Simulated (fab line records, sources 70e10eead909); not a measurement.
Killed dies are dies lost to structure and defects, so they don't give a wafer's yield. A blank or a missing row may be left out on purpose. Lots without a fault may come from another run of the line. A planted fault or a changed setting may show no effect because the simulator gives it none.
fab line records | flow nand_harc
record lots=5 wafers=15 last_day=33
route steps=1302 shown A_SGD_CUT@901
lots that met no fault: from a run of the same line without faults
start_h: hours from the record's first day to the start of the lot's first wafer shown | wait_h: hours since the lot's step before | " the same as in the row above | L1.1+2: a row that stands for several wafers | - no value, or no start given | * or withheld: withheld | < > ~ a bound
route shown NAME@n: a module of which the file shows steps, and the number in the route of the first | usual: mean/standard deviation of fault-free wafers | same: alike in all rows | chamber/n: place in a boat | sites: the reading at each site | _std_site: their standard deviation | _edge_site: outer sites' mean less inner sites' | radius_mm: how far each site lies from the wafer's centre | mask NAME#n: copy n | behind: the tool/chamber that last shaped the wafer | hold: why the lot was held/for how many hours/how that ended | device: the transistor (n, p or np) that didn't switch | end of line: the same wafers' tests at the end of the route | a step without rows: its recipe alone | killed: dies lost to structure and defects at the first sort, not the wafer's yield | map: a wafer's dies, x killed, . not, _ none there
set.NAME: the setting as run; set.NAME@STEP: as run at that earlier step | model.NAME: the simulator's own value behind a step, which no gauge read
lots at some steps of the route; a table a step, a row a wafer
services: from which hour (start_h, from the record's first day; less than 0 if before it) a tool's chamber was out of use, for how many hours, and why
## steps
# step NHARC_A_SGD_CUT_CD_MEAS_09
# recipe target_cd_nm=100 landing_energy_ev=500
# usual cd_nm=99.9/0.58
# columns lot.wafer tool chamber start_h wait_h cd_nm
L183.2 cd_sem-03 0 444.50 - 101.3
L183.3 " 0 " " 100.3
L183.6 " 0 " " 99.4
L182.2 cd_sem-01 0 444.66 - 101.2
L182.3 " 0 " " 100.7
L182.4 " 0 " " 100.6
L191.3 cd_sem-02 0 536.95 - 100.0
L191.4 " 0 " " 100.4
L191.5 " 0 " " 99.8
L201.1 cd_sem-02 0 625.89 - 100.1
L201.3 " 0 " " 99.9
L201.6 " 0 " " 99.6
L205.1 cd_sem-02 0 673.22 - 99.5
L205.2 " 0 " " 99.0
L205.6 " 0 " " 99.9
# step NHARC_A_SGD_CUT_OVL_MEAS_10
# usual overlay_x_nm=-0.1/0.82 overlay_y_nm=0.0/0.91
# columns lot.wafer tool chamber start_h wait_h overlay_x_nm overlay_y_nm
L183.2 overlay-01 - 444.59 - -0.6 -0.7
L183.3 " - " " -0.7 -0.4
L183.6 " - " " -0.3 -0.5
L182.2 overlay-02 - 444.74 - -0.1 -1.3
L182.3 " - " " -0.2 -1.4
L182.4 " - " " 0.1 -0.6
L191.3 overlay-01 - 537.03 - -0.2 0.5
L191.4 " - " " -1.4 0.3
L191.5 " - " " -1.1 0.5
L201.1 overlay-01 - 625.98 - -0.1 -0.3
L201.3 " - " " -0.2 -0.5
L201.6 " - " " -0.4 -0.3
L205.1 overlay-02 - 673.31 - -0.5 -0.1
L205.2 " - " " -1.1 0.7
L205.6 " - " " -0.7 1.2
# step NHARC_A_SGD_CUT_INSPECT_11
# usual raw_defect_count=55/32
# columns lot.wafer tool chamber start_h wait_h raw_defect_count
L183.2 defect_inspect-02 - 444.63 0.0 58
L183.3 " - " " 53
L183.6 " - " " 43
L182.2 defect_inspect-02 - 444.78 0.0 11
L182.3 " - " " 21
L182.4 " - " " 26
L191.3 defect_inspect-02 - 537.07 0.0 76
L191.4 " - " " 82
L191.5 " - " " 89
L201.1 defect_inspect-01 - 626.01 0.0 21
L201.3 " - " " 21
L201.6 " - " " 17
L205.1 defect_inspect-02 - 673.35 0.0 6
L205.2 " - " " 9
L205.6 " - " " 7
# step NHARC_A_SGD_CUT_DESCUM_14
# recipe time_s=3 o2_flow_sccm=200 ar_flow_sccm=0 bias_power_w=0 chemistry=O2
# usual drypump_motor_current_A=5.5/0.41 oes_product_au=0.997/0.014 rf_vpp_V=57.8/0.82 showerhead_plenum_p_Torr=1.90/0.076 throttle_valve_pct=11.310/0.0099
# same time_s=3
# columns lot.wafer tool chamber start_h wait_h drypump_motor_current_A oes_product_au rf_hours_counter_h rf_vpp_V showerhead_plenum_p_Torr throttle_valve_pct
L183.3 rie_diel-04 1 444.69 0.1 5.4 0.988 6 58.3 1.96 11.297
L183.2 " 2 " " 5.1 0.959 6 57.5 1.95 11.304
L183.6 " 2 " " 5.1 0.977 - 58.0 1.95 11.314
L182.4 rie_diel-10 2 444.84 0.1 5.2 0.989 1 59.7 2.06 11.306
L182.3 " 0 " " 5.1 1.012 1 57.3 1.89 11.317
L182.2 " 1 " " 5.9 0.994 1 57.7 1.88 11.316
L191.4 rie_diel-10 3 537.13 0.1 6.4 0.977 7 57.7 1.84 11.302
L191.3 " 1 " " 5.9 1.002 6 57.7 1.88 11.319
L191.5 " 0 " " 5.1 1.006 - 57.4 1.88 11.302
L201.3 rie_diel-10 1 626.08 0.1 5.9 0.980 1 57.2 1.88 11.290
L201.1 " 3 " " 6.4 0.995 1 57.1 1.84 11.314
L201.6 " 0 " " 5.2 1.003 - 56.6 1.88 11.326
L205.2 rie_diel-04 1 673.43 0.1 5.4 1.026 9 58.6 1.96 11.294
L205.1 " 2 " " 5.1 1.015 10 59.3 1.94 11.321
L205.6 " 0 " " 5.5 1.000 - 58.8 1.91 11.304
# step NHARC_A_SGD_CUT_ETCH_58
# recipe target_depth_a=390 over_etch_frac=0.3 time_s=65 ion_energy_ev=80 cf4_flow_sccm=150 ar_flow_sccm=0 rf_w=300 bias_w=100 chemistry=CF4
# usual drypump_motor_current_A=5.5/0.41 oes_product_au=0.997/0.014 rf_fwd_power_W=297.0/1.3 rf_vpp_V=151.3/1.2 showerhead_plenum_p_Torr=1.76/0.064 throttle_valve_pct=13.285/0.0096
# same time_s=65
# columns lot.wafer tool chamber start_h wait_h drypump_motor_current_A oes_product_au rf_fwd_power_W rf_hours_counter_h rf_vpp_V showerhead_plenum_p_Torr throttle_valve_pct
L183.2 rie_diel-04 2 444.78 0.1 5.1 0.965 298.3 6 153.1 1.80 13.286
L183.3 " 0 " " 5.5 0.986 299.3 6 151.8 1.77 13.280
L183.6 " 2 " " 5.1 0.964 297.7 - 151.2 1.80 13.298
L182.4 rie_diel-10 0 444.93 0.1 5.1 1.011 295.4 1 151.7 1.74 13.266
L182.3 " 2 " " 5.2 0.996 297.3 1 153.9 1.90 13.284
L182.2 " 3 " " 6.4 0.992 295.4 1 149.3 1.71 13.261
L191.4 rie_diel-10 3 537.22 0.1 6.3 0.969 294.6 7 151.7 1.71 13.295
L191.3 " 0 " " 5.1 1.010 294.3 6 151.1 1.74 13.292
L191.5 " 2 " " 5.1 0.979 296.0 - 153.3 1.89 13.287
L201.3 rie_diel-10 3 626.16 0.1 6.4 0.998 292.5 1 149.8 1.71 13.281
L201.1 " 2 " " 5.2 0.996 298.4 2 151.0 1.89 13.280
L201.6 " 3 " " 6.3 1.003 294.9 - 150.3 1.70 13.287
L205.1 rie_diel-04 0 673.49 0.1 5.5 1.005 297.4 12 150.8 1.76 13.290
L205.2 " 2 " " 5.1 1.013 297.6 10 151.2 1.80 13.319
L205.6 " 0 " " 5.5 0.989 297.1 - 150.5 1.76 13.287
# step NHARC_A_SGD_CUT_ETCH_59
# recipe target_depth_a=2600 over_etch_frac=0.25 time_s=406.25 ion_energy_ev=200 n2_flow_sccm=150 h2_flow_sccm=150 ar_flow_sccm=0 rf_w=400 bias_w=150 chemistry=N2/H2
# usual drypump_motor_current_A=5.6/0.42 oes_product_au=0.996/0.013 rf_fwd_power_W=399.0/1.2 rf_vpp_V=430.2/2.5 showerhead_plenum_p_Torr=2.03/0.084 throttle_valve_pct=14.173/0.0089
# same time_s=406.25
# columns lot.wafer tool chamber start_h wait_h drypump_motor_current_A oes_product_au rf_fwd_power_W rf_hours_counter_h rf_vpp_V showerhead_plenum_p_Torr throttle_valve_pct
L183.3 rie_diel-04 0 - - 5.5 0.995 398.5 6 430.2 2.04 14.177
L183.2 " 3 " " 5.8 0.999 399.1 6 428.1 1.93 14.165
L183.6 " 0 " " 5.5 0.990 399.7 - 431.0 2.04 14.167
L182.3 rie_diel-10 3 - - 6.4 0.981 399.8 1 428.6 1.96 14.161
L182.2 " 0 " " 5.1 1.008 400.6 1 429.7 2.01 14.177
L182.4 " 1 " " 5.9 1.006 399.5 1 428.0 2.00 14.171
L191.4 rie_diel-10 1 - - 5.9 1.005 399.8 6 431.2 2.00 14.154
L191.3 " 3 " " 6.4 0.968 397.1 7 426.9 1.96 14.177
L191.5 " 1 " " 5.9 1.000 400.7 - 431.0 2.00 14.189
L201.3 rie_diel-10 2 - - 5.2 0.996 398.8 2 435.8 2.20 14.188
L201.1 " 3 " " 6.4 0.991 399.0 2 428.7 1.96 14.177
L201.6 " 2 " " 5.2 0.993 398.5 - 434.9 2.20 14.178
L205.2 rie_diel-04 3 - - 5.8 1.010 399.2 13 426.1 1.92 14.172
L205.1 " 0 " " 5.5 1.017 400.1 12 430.5 2.03 14.172
L205.6 " 2 " " 5.1 1.001 399.1 - 432.0 2.07 14.167
# step NHARC_A_SGD_CUT_ETCH_15
# recipe target_depth_a=750 time_s=64.3 ch3f_flow_sccm=50 o2_flow_sccm=30 ar_flow_sccm=200 rf_w=500 bias_w=100 chemistry=CH3F/O2
# usual drypump_motor_current_A=5.5/0.41 oes_product_au=0.957/0.019 rf_fwd_power_W=495.0/2 rf_vpp_V=263.7/1.7 showerhead_plenum_p_Torr=2.45/0.096 throttle_valve_pct=20.663/0.0089
# same time_s=64.3
# columns lot.wafer tool chamber start_h wait_h drypump_motor_current_A oes_product_au rf_fwd_power_W rf_hours_counter_h rf_vpp_V showerhead_plenum_p_Torr throttle_valve_pct
L183.3 rie_diel-04 0 - - 5.5 0.956 498.0 6 263.1 2.46 20.650
L183.2 " 1 " " 5.4 0.952 493.9 6 265.8 2.52 20.674
L183.6 " 0 " " 5.5 0.969 495.7 - 264.1 2.46 20.651
L182.3 rie_diel-10 1 - - 5.9 0.969 497.3 1 262.8 2.42 20.653
L182.4 " 2 " " 5.2 0.956 497.7 1 266.2 2.64 20.662
L182.2 " 3 " " 6.4 0.945 492.1 1 261.4 2.37 20.655
L191.4 rie_diel-10 2 - - 5.2 0.961 497.6 7 266.6 2.64 20.664
L191.3 " 1 " " 5.9 0.982 495.8 7 262.7 2.41 20.668
L191.5 " 2 " " 5.2 0.966 497.4 - 265.8 2.64 20.652
L201.3 rie_diel-10 3 - - 6.3 0.964 493.1 2 262.7 2.37 20.658
L201.1 " 0 " " 5.1 0.964 492.5 2 264.2 2.42 20.657
L201.6 " 3 " " 6.4 0.974 493.1 - 262.7 2.37 20.666
L205.2 rie_diel-04 3 - - 5.8 0.961 493.7 13 262.4 2.33 20.655
L205.1 " 1 " " 5.4 0.995 495.1 9 265.1 2.51 20.661
L205.6 " 2 " " 5.1 0.976 497.6 - 265.3 2.50 20.670
# step NHARC_A_SGD_CUT_ETCH_16
# recipe target_depth_a=3105 time_s=155.2 c4f8_flow_sccm=withheld o2_flow_sccm=8 ar_flow_sccm=withheld rf_w=600 bias_w=800 chemistry=C4F8/O2/Ar
# step NHARC_A_SGD_CUT_STRIP_60
# recipe c4f8_flow_sccm=withheld o2_flow_sccm=8 ar_flow_sccm=withheld bias_w=0 chemistry=C4F8/O2/Ar
# step NHARC_A_SGD_CUT_STRIP_17
# recipe o2_flow_sccm=500 ar_flow_sccm=0 bias_w=0 chemistry=O2
# usual drypump_motor_current_A=5.6/0.41 oes_product_au=0.999/0.014 rf_vpp_V=57.7/0.81 showerhead_plenum_p_Torr=3.51/0.13 throttle_valve_pct=17.037/0.0085
# columns lot.wafer tool chamber start_h wait_h drypump_motor_current_A oes_product_au rf_hours_counter_h rf_vpp_V showerhead_plenum_p_Torr throttle_valve_pct
L183.2 rie_diel-04 1 - - 5.4 0.994 6 57.9 3.62 17.051
L183.3 " 3 " " 5.8 0.999 7 56.6 3.36 17.038
L183.6 " 0 " " 5.5 1.001 - 57.8 3.53 17.042
L182.3 rie_diel-10 3 - - 6.4 0.978 1 55.7 3.41 17.037
L182.4 " 0 " " 5.1 1.000 1 58.1 3.48 17.045
L182.2 " 2 " " 5.2 0.992 1 59.6 3.78 17.040
L191.3 rie_diel-10 0 - - 5.1 1.007 7 57.9 3.48 17.034
L191.4 " 1 " " 5.9 1.008 7 56.8 3.47 17.046
L191.5 " 0 " " 5.1 1.015 - 57.4 3.48 17.043
L201.3 rie_diel-10 2 - - 5.2 0.984 2 58.0 3.78 17.037
L201.1 " 0 " " 5.1 1.000 2 56.6 3.48 17.041
L201.6 " 1 " " 5.9 0.993 - 57.5 3.46 17.034
L205.2 rie_diel-04 1 - - 5.4 1.032 9 58.2 3.61 17.043
L205.1 " 3 " " 5.8 1.021 13 56.0 3.35 17.040
L205.6 " 1 " " 5.4 1.026 - 57.6 3.61 17.043
# step NHARC_A_SGD_CUT_PRECLEAN_18
# recipe time_s=* temp_c=50 bath_age_min=0 chemistry=SC1
# step NHARC_A_SGD_CUT_SRD_19
# step NHARC_A_SGD_CUT_DEP_20
# recipe target_thk_a=1500 temp_c=65 material=SiO2
# columns lot.wafer tool chamber start_h wait_h
L183.2+3+6 fcvd-01 1,0,0 445.88 -
L182.2+4+3 fcvd-02 0,0,1 445.96 -
L191.3+4+5 fcvd-02 1,0,1 538.29 -
L201.1+3+6 fcvd-01 1,1,0 627.24 -
L205.2+1+6 fcvd-01 0,1,0 674.52 -
# step NHARC_A_SGD_CUT_ANNEAL_27
# recipe temp_c=450 time_s=1800
# step NHARC_A_SGD_CUT_CMP_21
# recipe target_thk_nm=148.19
# usual motor_current_A=12.5/1 slurry_filter_dp_kPa=13.49/0.15 slurry_flow_ml_min=150.0/0.5 time_to_endpoint_s=50/4.3
# columns lot.wafer tool chamber start_h wait_h motor_current_A slurry_filter_dp_kPa slurry_flow_ml_min time_to_endpoint_s
L183.3 cmp-04 2 450.55 0.5 14.3 13.71 149.6 49
L183.2 " 3 " " 11.7 13.49 149.9 42
L183.6 " 3 " " 12.2 13.37 150.0 44
L182.2 cmp-01 2 450.60 0.5 12.3 13.61 150.0 47
L182.4 " 3 " " 11.4 13.26 150.8 58
L182.3 " 0 " " 10.5 13.31 149.8 50
L191.3 cmp-04 3 542.91 0.4 12.1 13.30 149.4 36
L191.4 " 1 " " 12.5 13.41 150.4 36
L191.5 " 2 " " 13.5 13.40 149.8 48
L201.3 cmp-04 2 632.09 0.4 13.7 13.59 150.5 52
L201.1 " 3 " " 11.7 13.38 149.7 48
L201.6 " 2 " " 14.4 13.89 150.3 54
L205.1 cmp-02 2 679.58 0.4 13.9 13.28 150.6 57
L205.2 " 3 " " 11.6 13.50 150.3 51
L205.6 " 1 " " 12.4 13.70 148.7 53
# step NHARC_A_SGD_CUT_THK_MEAS_22
# recipe thk_meas_gauge=ellipsometry
# usual thk_nm=147.7/1.8
# columns lot.wafer tool chamber start_h wait_h thk_nm
L183.2 film_metro-02 - 450.81 0.2 145.9
L183.3 " - " " 146.8
L183.6 " - " " 146.4
L182.2 film_metro-02 - 450.83 0.2 146.3
L182.3 " - " " 149.5
L182.4 " - " " 149.5
L191.3 film_metro-01 - 543.14 0.2 118.0
L191.4 " - " " 115.1
L191.5 " - " " 149.3
L201.1 film_metro-02 - 632.35 0.2 145.1
L201.3 " - " " 149.3
L201.6 " - " " 151.1
L205.1 film_metro-01 - 679.78 0.2 148.4
L205.2 " - " " 148.4
L205.6 " - " " 147.2
# step NHARC_A_SGD_CUT_SRD_23
## services
# columns tool chamber start_h hours kind
cmp-01 - 420.75 2.5 repair
fcvd-02 - 421.37 2.5 repair
cmp-02 - 424.06 0.3 repair
fcvd-02 - 450.00 13.0 pm
rie_diel-10 3 461.16 4.1 repair
fcvd-02 1 468.52 5.5 repair
cmp-04 - 472.66 1.1 repair
cmp-04 - 503.11 4.0 pm
rie_diel-04 1 512.98 1.3 repair
rie_diel-04 - 531.90 9.0 pm
fcvd-02 - 541.83 1.0 repair
rie_diel-10 1 546.39 1.7 repair
fcvd-01 - 547.97 13.0 pm
fcvd-02 - 585.89 0.3 repair
cmp-04 - 594.84 2.8 repair
rie_diel-10 - 596.50 9.0 pm
cmp-04 - 601.11 4.0 pm
rie_diel-04 1 604.92 8.3 repair
rie_diel-04 2 616.94 19.4 repair
rie_diel-04 1 617.14 8.9 repair
fcvd-02 - 631.00 13.0 pm
cmp-04 - 636.78 1.1 repair
cmp-04 - 639.71 2.0 repair
cmp-04 - 647.67 0.6 repair
## key
first_sign step=NHARC_A_SGD_CUT_CMP_21 reading=time_to_endpoint_s direction=down sigmas=3.2 usual=* struck=*
effect step=NHARC_A_SGD_CUT_THK_MEAS_22 reading=thk_nm direction=down sigmas=18 usual=147.7 struck=116.6
met_at NHARC_A_SGD_CUT_DEP_20
struck_wafers L191.3,L191.4
tester_left_out L191
onset_between 445.96 538.29
fault kind=process_parameter_drift tool=fcvd-02 chamber=- onset_h=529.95 steps=NHARC_A_SGD_CUT_DEP_20 channel=target_thk_a offset=* shape=step end_h=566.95 scope=struck_wafers_only acts_in=* stated=*
# tester_left_out: of these lots the tester's yield and bins aren't shown, on N5 and GAA mostly nor the transistor test; their killed dies are dies lost to structure and defects alone, not to doping, threshold or leakage, so they don't give the yield
